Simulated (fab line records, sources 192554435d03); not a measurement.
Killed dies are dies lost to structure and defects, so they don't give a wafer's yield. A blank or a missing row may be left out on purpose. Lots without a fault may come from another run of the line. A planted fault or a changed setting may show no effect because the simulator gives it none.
Which tool did it? | flow n5_finfet | 24 lots, 72 wafers sampled, at 5 steps of a route of 1938

WHAT THE GAUGES READ, wafer by wafer
N5_BEOL_M3_INSPECT_30: inspects for defects (brightfield).
lot  | measured     | on                | raw_defect_count
L074 | day 7 04:20  | defect_inspect-01 | 341 426 411
L075 | day 7 08:29  | defect_inspect-02 | 411 503 390
L076 | day 7 17:08  | defect_inspect-02 | 439 546 575
L077 | day 7 21:15  | defect_inspect-01 | 511 410 391
L079 | day 8 07:34  | defect_inspect-02 | 462 334 364
L078 | day 8 09:56  | defect_inspect-02 | 376 365 452
L080 | day 8 15:43  | defect_inspect-02 | 350 420 296
L081 | day 9 00:53  | defect_inspect-02 | 375 411 437
L082 | day 9 10:53  | defect_inspect-01 | 447 409 448
L083 | day 9 19:25  | defect_inspect-01 | 576 422 585
L084 | day 10 04:41 | defect_inspect-01 | 315 398 389
L085 | day 10 05:56 | defect_inspect-01 | 542 456 402
L086 | day 10 10:05 | defect_inspect-02 | 449 403 522
L087 | day 10 11:59 | defect_inspect-01 | 446 329 274
L088 | day 10 15:03 | defect_inspect-02 | 294 353 373
L090 | day 11 05:06 | defect_inspect-02 | 337 302 337
L089 | day 11 05:56 | defect_inspect-01 | 386 468 255
L091 | day 11 09:47 | defect_inspect-02 | 427 361 412
L092 | day 11 13:46 | defect_inspect-01 | 370 381 365
L094 | day 12 06:22 | defect_inspect-02 | 454 423 583
L093 | day 12 06:55 | defect_inspect-02 | 242 205 342
L095 | day 12 17:38 | defect_inspect-01 | 438 468 484
L096 | day 12 21:14 | defect_inspect-01 | 463 392 355
L097 | day 13 00:03 | defect_inspect-02 | 390 390 408

N5_BEOL_M3_OCD_MEAS_38.
lot  | measured     | on     | trench_depth_nm (nm)
L074 | day 7 07:17  | ocd-01 | 55.3 55.0 55.2
L075 | day 7 10:34  | ocd-01 | 55.7 56.2 56.0
L076 | day 8 01:08  | ocd-01 | 54.9 55.1 56.5
L077 | day 8 06:07  | ocd-01 | 54.6 55.8 55.1
L079 | day 8 08:22  | ocd-01 | 57.2 55.2 55.4
L078 | day 8 15:54  | ocd-02 | 56.4 55.5 55.6
L080 | day 8 19:40  | ocd-02 | 55.7 56.9 55.5
L081 | day 9 03:08  | ocd-02 | 55.3 55.5 55.0
L082 | day 9 12:50  | ocd-02 | 56.2 57.7 55.5
L083 | day 10 04:16 | ocd-02 | 55.3 55.0 55.6
L084 | day 10 10:22 | ocd-01 | 55.6 55.7 56.5
L085 | day 10 14:00 | ocd-02 | 57.2 56.6 56.6
L086 | day 10 14:08 | ocd-02 | 54.7 54.3 56.3
L087 | day 10 17:13 | ocd-02 | 56.2 55.4 55.5
L088 | day 10 21:34 | ocd-01 | 54.9 56.5 53.7
L090 | day 11 07:50 | ocd-01 | 56.1 56.3 57.3
L089 | day 11 07:50 | ocd-02 | 55.0 56.5 55.0
L091 | day 11 21:11 | ocd-02 | 56.2 58.4 56.4
L092 | day 12 00:39 | ocd-01 | 54.9 55.0 57.5
L094 | day 12 07:08 | ocd-02 | 56.9 56.4 55.7
L093 | day 12 08:10 | ocd-02 | 55.2 55.6 54.6
L095 | day 13 01:08 | ocd-02 | 56.3 55.3 56.7
L096 | day 13 01:55 | ocd-02 | 56.4 57.0 56.1
L097 | day 13 11:48 | ocd-02 | 54.6 56.4 56.2

WHICH TOOL RAN EACH LOT (tool, then ch and the chambers of the sampled wafers, then the start)
lot  | N5_BEOL_M3_ETCH_64                 | N5_BEOL_M3_ALD_98                 | N5_BEOL_M3_VIA_ETCH_34
L074 | rie_diel-01 ch 2,3, day 7 03:26    | ald_sin-03 ch 0,1, day 7 04:34    | rie_diel-03 ch 1,2, day 7 07:01
L075 | rie_diel-01 ch 0,3, day 7 07:44    | ald_sin-03 ch 0,2,3, day 7 08:46  | rie_diel-04 ch 2, day 7 10:13
L076 | rie_diel-01 ch 0,2, day 7 16:16    | ald_sin-03 ch 0,1, day 7 17:22    | rie_diel-03 ch 0,2,3, day 8 00:52
L077 | rie_diel-01 ch 0,2,3, day 7 20:22  | ald_sin-04 ch 0,1,2, day 7 21:25  | rie_diel-04 ch 0,2, day 8 05:52
L079 | rie_diel-04 ch 0,2, day 8 06:41    | ald_sin-03 ch 0,1, day 8 07:45    | rie_diel-04 ch 0,1, day 8 08:07
L078 | rie_diel-03 ch 0,2,3, day 8 09:04  | ald_sin-03 ch 1,2,3, day 8 10:34  | rie_diel-03 ch 0,2,3, day 8 15:39
L080 | rie_diel-04 ch 0,1,3, day 8 14:49  | ald_sin-02 ch 0,1,3, day 8 16:08  | rie_diel-03 ch 0,2,3, day 8 19:25
L081 | rie_diel-04 ch 0,3, day 8 23:46    | ald_sin-03 ch 1,2,3, day 9 01:02  | rie_diel-04 ch 0,2, day 9 02:53
L082 | rie_diel-04 ch 0,1,2, day 9 09:59  | ald_sin-02 ch 2,3, day 9 11:07    | rie_diel-01 ch 0,2,3, day 9 12:35
L083 | rie_diel-01 ch 0,2,3, day 9 18:34  | ald_sin-03 ch 0,3, day 9 19:44    | rie_diel-04 ch 0,2,3, day 10 04:01
L084 | rie_diel-04 ch 0,2,3, day 10 03:44 | ald_sin-04 ch 1,3, day 10 06:19   | rie_diel-04 ch 0,1,2, day 10 10:07
L085 | rie_diel-03 ch 1,2, day 10 05:05   | ald_sin-02 ch 0,2, day 10 07:34   | rie_diel-01 ch 0,2, day 10 13:45
L086 | rie_diel-04 ch 0,2,3, day 10 09:10 | ald_sin-03 ch 0,1,3, day 10 11:11 | rie_diel-04 ch 1,2,3, day 10 13:52
L087 | rie_diel-03 ch 0,2, day 10 10:54   | ald_sin-02 ch 2,3, day 10 13:11   | rie_diel-03 ch 0,1, day 10 16:58
L088 | rie_diel-03 ch 0,3, day 10 14:07   | ald_sin-02 ch 0,3, day 10 15:14   | rie_diel-04 ch 0,1,2, day 10 21:19
L090 | rie_diel-04 ch 0,3, day 11 04:20   | ald_sin-04 ch 0,2,3, day 11 05:31 | rie_diel-01 ch 0,1,3, day 11 07:35
L089 | rie_diel-04 ch 0,2,3, day 11 05:02 | ald_sin-04 ch 1,2, day 11 06:29   | rie_diel-04 ch 0,1,3, day 11 07:35
L091 | rie_diel-04 ch 1,3, day 11 09:02   | ald_sin-02 ch 0,2,3, day 11 10:13 | rie_diel-01 ch 2,3, day 11 20:55
L092 | rie_diel-01 ch 1,2,3, day 11 13:01 | ald_sin-04 ch 0,1, day 11 13:56   | rie_diel-04 ch 0,1,3, day 12 00:23
L094 | rie_diel-04 ch 1,2,3, day 12 05:36 | ald_sin-04 ch 1,2,3, day 12 06:32 | rie_diel-01 ch 0,1,3, day 12 06:52
L093 | rie_diel-04 ch 1,2, day 12 06:10   | ald_sin-02 ch 1,2, day 12 07:35   | rie_diel-03 ch 0,2, day 12 07:55
L095 | rie_diel-01 ch 1,2,3, day 12 16:52 | ald_sin-04 ch 0,1,3, day 12 17:50 | rie_diel-01 ch 0,2, day 13 00:53
L096 | rie_diel-04 ch 0,3, day 12 20:22   | ald_sin-04 ch 1,2, day 12 21:27   | rie_diel-01 ch 0,2, day 13 01:39
L097 | rie_diel-03 ch 0,2,3, day 12 23:17 | ald_sin-04 ch 1,2,3, day 13 00:14 | rie_diel-04 ch 0,1,2, day 13 11:33
- N5_BEOL_M3_ETCH_64: etches SOC in N2/H2, target depth 75 nm, overetch 15 nm, time 112.5 s.
- N5_BEOL_M3_ALD_98: deposits SiO2, target thk 2.5 nm, pulse time 1 s, co reactant pulse time 1 s.
- N5_BEOL_M3_VIA_ETCH_34: etches the open film in C4F6/O2, target depth 69.4 nm, time 65.9 s.

WHAT THE TOOLS THEMSELVES READ (means of the sampled wafers that have a number; where no wafer has one, the mark that the record gives instead)
N5_BEOL_M3_ETCH_64.
lot  | tool        | drypump_motor_current_A (A) | oes_product_au (a.u.) | rf_vpp_V (V) | showerhead_plenum_p_Torr (Torr) | throttle_valve_pct (%)
L074 | rie_diel-01 | 6.5                         | 0.56                  | 522.3        | 2.49                            | 18.01
L075 | rie_diel-01 | 5.9                         | 0.71                  | 525.2        | 2.63                            | 17.50
L076 | rie_diel-01 | 6.3                         | 0.60                  | 525.3        | 2.57                            | 17.97
L077 | rie_diel-01 | 6.2                         | 0.63                  | 524.3        | 2.56                            | 17.77
L079 | rie_diel-04 | 5.9                         | 0.58                  | 524.2        | 2.56                            | 18.01
L078 | rie_diel-03 | 5.7                         | 0.63                  | 525.0        | 2.56                            | 17.71
L080 | rie_diel-04 | 5.8                         | 0.63                  | 524.2        | 2.55                            | 17.74
L081 | rie_diel-04 | 6.3                         | 0.56                  | 522.6        | 2.49                            | 17.75
L082 | rie_diel-04 | 5.6                         | 0.63                  | 524.7        | 2.58                            | 17.89
L083 | rie_diel-01 | 6.2                         | 0.69                  | 524.9        | 2.55                            | 17.64
L084 | rie_diel-04 | 6.1                         | 0.56                  | 523.1        | 2.52                            | 17.88
L085 | rie_diel-03 | 5.7                         | 0.57                  | 524.8        | 2.56                            | 18.01
L086 | rie_diel-04 | 6.1                         | 0.56                  | 522.7        | 2.52                            | 17.91
L087 | rie_diel-03 | 5.3                         | 0.57                  | 520.5        | 2.45                            | 17.81
L088 | rie_diel-03 | 5.5                         | 0.61                  | 523.1        | 2.51                            | 17.59
L090 | rie_diel-04 | 6.3                         | 0.55                  | 523.0        | 2.48                            | 17.78
L089 | rie_diel-04 | 6.1                         | 0.55                  | 524.1        | 2.51                            | 17.91
L091 | rie_diel-04 | 6.3                         | 0.59                  | 521.1        | 2.46                            | 17.62
L092 | rie_diel-01 | 5.8                         | 0.69                  | 522.0        | 2.51                            | 17.74
L094 | rie_diel-04 | 6.1                         | 0.67                  | 522.2        | 2.49                            | 17.64
L093 | rie_diel-04 | 5.9                         | 0.75                  | 522.9        | 2.53                            | 17.62
L095 | rie_diel-01 | 5.8                         | 0.67                  | 524.4        | 2.51                            | 17.75
L096 | rie_diel-04 | 5.9                         | 0.56                  | 525.6        | 2.55                            | 17.95
L097 | rie_diel-03 | 5.7                         | 0.59                  | 523.7        | 2.54                            | 17.77

N5_BEOL_M3_ALD_98.
lot  | tool       | chamber_pressure_Torr (Torr) | heater_power_w (W) | precursor_pulse_height_rel | susceptor_temp_C (C)
L074 | ald_sin-03 | 1.996                        | 78                 | 0.988                      | 100.00
L075 | ald_sin-03 | 2.000                        | 82                 | 1.005                      | 99.94
L076 | ald_sin-03 | 2.004                        | 74                 | 0.993                      | 100.00
L077 | ald_sin-04 | 2.004                        | 76                 | 0.992                      | 99.83
L079 | ald_sin-03 | 2.002                        | 76                 | 0.995                      | 99.84
L078 | ald_sin-03 | 1.999                        | 83                 | 0.997                      | 99.95
L080 | ald_sin-02 | 2.000                        | 76                 | 0.993                      | 99.89
L081 | ald_sin-03 | 2.001                        | 83                 | 0.991                      | 100.01
L082 | ald_sin-02 | 2.002                        | 78                 | 1.026                      | 100.04
L083 | ald_sin-03 | 1.996                        | 86                 | 1.014                      | 99.98
L084 | ald_sin-04 | 2.006                        | 75                 | 0.988                      | 99.96
L085 | ald_sin-02 | 1.997                        | 76                 | 0.987                      | 99.94
L086 | ald_sin-03 | 1.998                        | 82                 | 1.000                      | 99.88
L087 | ald_sin-02 | 2.001                        | 80                 | 0.989                      | 99.97
L088 | ald_sin-02 | 2.006                        | 80                 | 0.969                      | 99.96
L090 | ald_sin-04 | 2.000                        | 76                 | 0.987                      | 99.97
L089 | ald_sin-04 | 1.997                        | 74                 | 0.982                      | 100.04
L091 | ald_sin-02 | 2.000                        | 77                 | 1.000                      | 99.96
L092 | ald_sin-04 | 1.996                        | 74                 | 0.993                      | 100.02
L094 | ald_sin-04 | 1.997                        | 76                 | 0.988                      | 99.84
L093 | ald_sin-02 | 1.999                        | 70                 | 1.003                      | 100.03
L095 | ald_sin-04 | 1.998                        | 74                 | 0.992                      | 100.00
L096 | ald_sin-04 | 2.001                        | 75                 | 1.014                      | 99.89
L097 | ald_sin-04 | 2.004                        | 76                 | 1.005                      | 99.93

N5_BEOL_M3_VIA_ETCH_34.
lot  | tool        | C4F6_flow_sccm (sccm) | drypump_motor_current_A (A) | oes_o_777_au (a.u.) | oes_product_au (a.u.) | rf_vpp_V (V) | showerhead_plenum_p_Torr (Torr) | throttle_valve_pct (%)
L074 | rie_diel-03 | 9.95                  | 5.7                         | 0.74                | 0.74                  | 669          | 2.88                            | 30.87
L075 | rie_diel-04 | 9.99                  | 6.1                         | 0.71                | 0.71                  | 664          | 2.81                            | 30.77
L076 | rie_diel-03 | 9.97                  | 5.7                         | 0.81                | 0.80                  | 666          | 2.86                            | 30.62
L077 | rie_diel-04 | 10.02                 | 5.6                         | 0.75                | 0.75                  | 662          | 2.91                            | 30.93
L079 | rie_diel-04 | 9.99                  | 5.3                         | 0.83                | 0.84                  | 663          | 2.95                            | 30.98
L078 | rie_diel-03 | 10.00                 | 5.7                         | 0.80                | 0.79                  | 667          | 2.86                            | 30.62
L080 | rie_diel-03 | 9.98                  | 5.7                         | 0.79                | 0.79                  | 665          | 2.86                            | 30.63
L081 | rie_diel-04 | 9.98                  | 5.6                         | 0.74                | 0.75                  | 661          | 2.91                            | 30.92
L082 | rie_diel-01 | 10.00                 | 6.2                         | 0.88                | 0.89                  | 666          | 2.85                            | 30.61
L083 | rie_diel-04 | 10.00                 | 6.1                         | 0.71                | 0.71                  | 660          | 2.81                            | 30.73
L084 | rie_diel-04 | 10.00                 | 5.6                         | 0.78                | 0.79                  | 664          | 2.89                            | 30.91
L085 | rie_diel-01 | 9.96                  | 6.0                         | 0.92                | 0.93                  | 660          | 2.93                            | 30.58
L086 | rie_diel-04 | 9.99                  | 6.1                         | 0.76                | 0.76                  | 664          | 2.80                            | 30.71
L087 | rie_diel-03 | 10.00                 | 5.8                         | 0.72                | 0.72                  | 670          | 2.87                            | 30.66
L088 | rie_diel-04 | 10.01                 | 5.6                         | 0.78                | 0.78                  | 664          | 2.89                            | 30.91
L090 | rie_diel-01 | 10.04                 | 5.6                         | 0.84                | 0.86                  | 666          | 2.88                            | 30.63
L089 | rie_diel-04 | 10.01                 | 5.9                         | 0.77                | 0.77                  | 661          | 2.85                            | 30.79
L091 | rie_diel-01 | 10.00                 | 6.3                         | 0.80                | 0.81                  | 672          | 2.76                            | 30.66
L092 | rie_diel-04 | 9.96                  | 5.8                         | 0.77                | 0.77                  | 662          | 2.85                            | 30.79
L094 | rie_diel-01 | 10.00                 | 5.6                         | 0.83                | 0.85                  | 667          | 2.88                            | 30.65
L093 | rie_diel-03 | 9.98                  | 5.4                         | 0.71                | 0.71                  | 661          | 2.78                            | 30.84
L095 | rie_diel-01 | 10.04                 | 6.4                         | 0.89                | 0.90                  | 662          | 2.86                            | 30.74
L096 | rie_diel-01 | 9.99                  | 6.1                         | 0.89                | 0.88                  | 659          | 2.92                            | 30.61
L097 | rie_diel-04 | 10.00                 | 5.6                         | 0.85                | 0.86                  | 664          | 2.88                            | 30.87

THE ANSWER, worked out from the rows above alone
Rule: what is usual is taken from the lots themselves. Put in order of their means at a reading, lots are off if they are a third of the lots or fewer, leave a main group of 4 or more, and stand apart from it by a gap of 3 or more times the standard deviation of the main group's means; of several such gaps the widest counts. A main group whose means are all the same, to the digits that the tables above print for the reading, isn't used. A lot without any number at a reading at which 4 lots or more have one is off too. The other lots that the step has rows for count as sound. The gauges are gone through in route order, then the tools' own readings, and for those a lot's mean is taken as printed above. The first step at which some lot is off is used, and at that step the reading that is off furthest; a lot without a number counts as furthest.
No lot is off at any reading shown: from this, nothing can be told.

WHAT THE SIMULATOR HAD PUT IN
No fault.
